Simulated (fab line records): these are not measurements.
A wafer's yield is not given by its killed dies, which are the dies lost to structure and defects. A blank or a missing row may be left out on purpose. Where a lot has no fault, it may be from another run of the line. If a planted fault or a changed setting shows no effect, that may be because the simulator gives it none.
Which tool is to blame? :: flow n5Finfet :: 36 wafers from 12 lots sampled at 5 of the route's 1938 steps

WHAT EACH GAUGE READ, for each wafer
N5_BEOL_M4_INSPECT_30: inspects for defects (brightfield).
lot: L075
measured: day 8 02:16
on: defectInspect-02
rawDefectCount: 320 371 417

lot: L077
measured: day 8 15:57
on: defectInspect-02
rawDefectCount: 467 334 558

lot: L079
measured: day 9 15:35
on: defectInspect-01
rawDefectCount: 293 339 422

lot: L081
measured: day 9 20:21
on: defectInspect-02
rawDefectCount: 430 447 353

lot: L083
measured: day 10 02:23
on: defectInspect-01
rawDefectCount: 391 459 444

lot: L085
measured: day 10 07:50
on: defectInspect-01
rawDefectCount: 477 383 335

lot: L087
measured: day 11 00:17
on: defectInspect-01
rawDefectCount: 415 398 474

lot: L089
measured: day 11 16:59
on: defectInspect-01
rawDefectCount: 243 430 484

lot: L093
measured: day 12 05:35
on: defectInspect-02
rawDefectCount: 430 425 387

lot: L094
measured: day 13 13:01
on: defectInspect-02
rawDefectCount: 460 494 469

lot: L092
measured: day 13 17:54
on: defectInspect-02
rawDefectCount: 545 504 584

lot: L097
measured: day 13 18:52
on: defectInspect-01
rawDefectCount: 347 363 534

WHAT TOOL EACH LOT RAN ON (gives the tool, then ch and the chambers of the sampled wafers, and finally the start)
lot: L075
N5_BEOL_M3_SPUTTER_86: pvdSputter-02, day 7 19:34
N5_BEOL_M3_ANNEAL_87: pvdSputter-02, day 7 19:38
N5_BEOL_M3_ANNEAL_91: pvdSputter-02, day 7 20:05
N5_BEOL_M4_STRIP_19: rieDiel-04 ch 0,3, day 8 01:40

lot: L077
N5_BEOL_M3_SPUTTER_86: pvdSputter-01, day 8 11:12
N5_BEOL_M3_ANNEAL_87: pvdSputter-01, day 8 11:17
N5_BEOL_M3_ANNEAL_91: pvdSputter-01, day 8 11:43
N5_BEOL_M4_STRIP_19: rieDiel-02 ch 0,2,3, day 8 15:20

lot: L079
N5_BEOL_M3_SPUTTER_86: pvdSputter-02, day 9 10:13
N5_BEOL_M3_ANNEAL_87: pvdSputter-02, day 9 10:18
N5_BEOL_M3_ANNEAL_91: pvdSputter-02, day 9 10:44
N5_BEOL_M4_STRIP_19: rieDiel-01 ch 0,1,3, day 9 15:07

lot: L081
N5_BEOL_M3_SPUTTER_86: pvdSputter-03, day 9 15:48
N5_BEOL_M3_ANNEAL_87: pvdSputter-03, day 9 15:53
N5_BEOL_M3_ANNEAL_91: pvdSputter-03, day 9 16:19
N5_BEOL_M4_STRIP_19: rieDiel-02 ch 1,2, day 9 19:44

lot: L083
N5_BEOL_M3_SPUTTER_86: pvdSputter-03, day 9 19:59
N5_BEOL_M3_ANNEAL_87: pvdSputter-03, day 9 20:04
N5_BEOL_M3_ANNEAL_91: pvdSputter-03, day 9 20:30
N5_BEOL_M4_STRIP_19: rieDiel-01 ch 1,2, day 10 01:53

lot: L085
N5_BEOL_M3_SPUTTER_86: pvdSputter-01, day 10 03:07
N5_BEOL_M3_ANNEAL_87: pvdSputter-01, day 10 03:11
N5_BEOL_M3_ANNEAL_91: pvdSputter-01, day 10 03:38
N5_BEOL_M4_STRIP_19: rieDiel-01 ch 0,2,3, day 10 07:20

lot: L087
N5_BEOL_M3_SPUTTER_86: pvdSputter-03, day 10 19:43
N5_BEOL_M3_ANNEAL_87: pvdSputter-03, day 10 19:47
N5_BEOL_M3_ANNEAL_91: pvdSputter-03, day 10 20:14
N5_BEOL_M4_STRIP_19: rieDiel-04 ch 0,1,3, day 10 23:48

lot: L089
N5_BEOL_M3_SPUTTER_86: pvdSputter-03, day 11 12:14
N5_BEOL_M3_ANNEAL_87: pvdSputter-03, day 11 12:19
N5_BEOL_M3_ANNEAL_91: pvdSputter-03, day 11 12:46
N5_BEOL_M4_STRIP_19: rieDiel-04 ch 0,3, day 11 16:22

lot: L093
N5_BEOL_M3_SPUTTER_86: pvdSputter-03, day 11 23:35
N5_BEOL_M3_ANNEAL_87: pvdSputter-03, day 11 23:40
N5_BEOL_M3_ANNEAL_91: pvdSputter-03, day 12 00:06
N5_BEOL_M4_STRIP_19: rieDiel-01 ch 1,2, day 12 04:59

lot: L094
N5_BEOL_M3_SPUTTER_86: pvdSputter-01, day 13 09:02
N5_BEOL_M3_ANNEAL_87: pvdSputter-01, day 13 09:07
N5_BEOL_M3_ANNEAL_91: pvdSputter-01, day 13 09:34
N5_BEOL_M4_STRIP_19: rieDiel-01 ch 0,2, day 13 12:33

lot: L092
N5_BEOL_M3_SPUTTER_86: pvdSputter-02, day 13 12:16
N5_BEOL_M3_ANNEAL_87: pvdSputter-02, day 13 12:20
N5_BEOL_M3_ANNEAL_91: pvdSputter-02, day 13 12:47
N5_BEOL_M4_STRIP_19: rieDiel-04 ch 0,1,2, day 13 17:18

lot: L097
N5_BEOL_M3_SPUTTER_86: pvdSputter-02, day 13 14:06
N5_BEOL_M3_ANNEAL_87: pvdSputter-02, day 13 14:11
N5_BEOL_M3_ANNEAL_91: pvdSputter-02, day 13 14:37
N5_BEOL_M4_STRIP_19: rieDiel-02 ch 0,3, day 13 18:16
- N5_BEOL_M3_SPUTTER_86: material Cu, target thk 4.5 nm, time 8.29 s.
- N5_BEOL_M3_ANNEAL_87: time 240 s.
- N5_BEOL_M3_ANNEAL_91: time 240 s.
- N5_BEOL_M4_STRIP_19: strips in O2.

THE ANSWER, worked out from the rows above alone
Rule: the usual values come from the lots themselves. Put in order of their means at a reading, lots are off if they are a third of the lots or fewer, leave a main group of 4 or more, and stand apart from it by a gap of 3 or more times the standard deviation of the main group's means; of several such gaps the widest counts. If all means in a main group match to the digits the tables above print for the reading, that group is not used. A lot without any number at a reading at which 4 lots or more have one is off too. All remaining lots with rows at the step are treated as sound.
Nothing can be told from this: no lot is off at any reading shown.

WHAT THE SIMULATOR HAD PUT IN
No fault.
